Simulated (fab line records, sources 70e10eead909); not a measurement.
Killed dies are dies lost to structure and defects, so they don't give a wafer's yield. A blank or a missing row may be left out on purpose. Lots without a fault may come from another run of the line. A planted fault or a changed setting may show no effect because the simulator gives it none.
Chamber matching | flow nand_harc | NHARC_A_STAIRCASE_CMP_152 on cmp-01: 4 sister chambers
The step polishes. 8 wafers are shown with their chamber, then 9 later ones without.

WAFERS WITH THEIR CHAMBER
wafer  | chamber | motor_current_A (A)
L082.1 | 0       | 12.1
L082.5 | 3       | 11.8
L083.2 | 1       | 10.9
L083.3 | 2       | 10.9
L083.4 | 3       | 12.0
L085.1 | 1       | 10.3
L085.2 | 2       | 11.3
L085.4 | 0       | 12.1

WAFERS WITHOUT THEIR CHAMBER
wafer  | motor_current_A (A)
L088.4 | 12.4
L088.5 | 10.3
L088.6 | 10.8
L094.2 | 11.9
L094.3 | 12.3
L094.5 | 12.2
L096.2 | 12.2
L096.4 | 10.9
L096.5 | 12.1

WHICH CHAMBER EACH WENT THROUGH
wafer  | from the rows above     | in truth
L088.4 | can't be placed: 0 or 3 | 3
L088.5 | can't be placed: 1 or 2 | 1
L088.6 | can't be placed: 1 or 2 | 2
L094.2 | can't be placed: 3 or 0 | 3
L094.3 | can't be placed: 0 or 3 | 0
L094.5 | can't be placed: 0 or 3 | 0
L096.2 | can't be placed: 0 or 3 | 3
L096.4 | can't be placed: 2 or 1 | 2
L096.5 | can't be placed: 0 or 3 | 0
Placed correctly: 0 of 9. Can't be placed from these rows: 9 (the true chamber is among the candidates in 9). Placed wrongly: 0.
How it was worked out, from the rows above alone: a wafer's distance from a chamber is the root of the sum, over the readings, of the square of ((its reading less the chamber's mean) divided by the reading's scatter). The wafer belongs to the nearest chamber; if the next one is less than 2 further off, it can't be placed. A chamber's mean is the mean of its shown wafers. The scatter: the root of (the sum of the squares of (reading less its chamber's mean) over the shown wafers, divided by (wafers less chambers)).
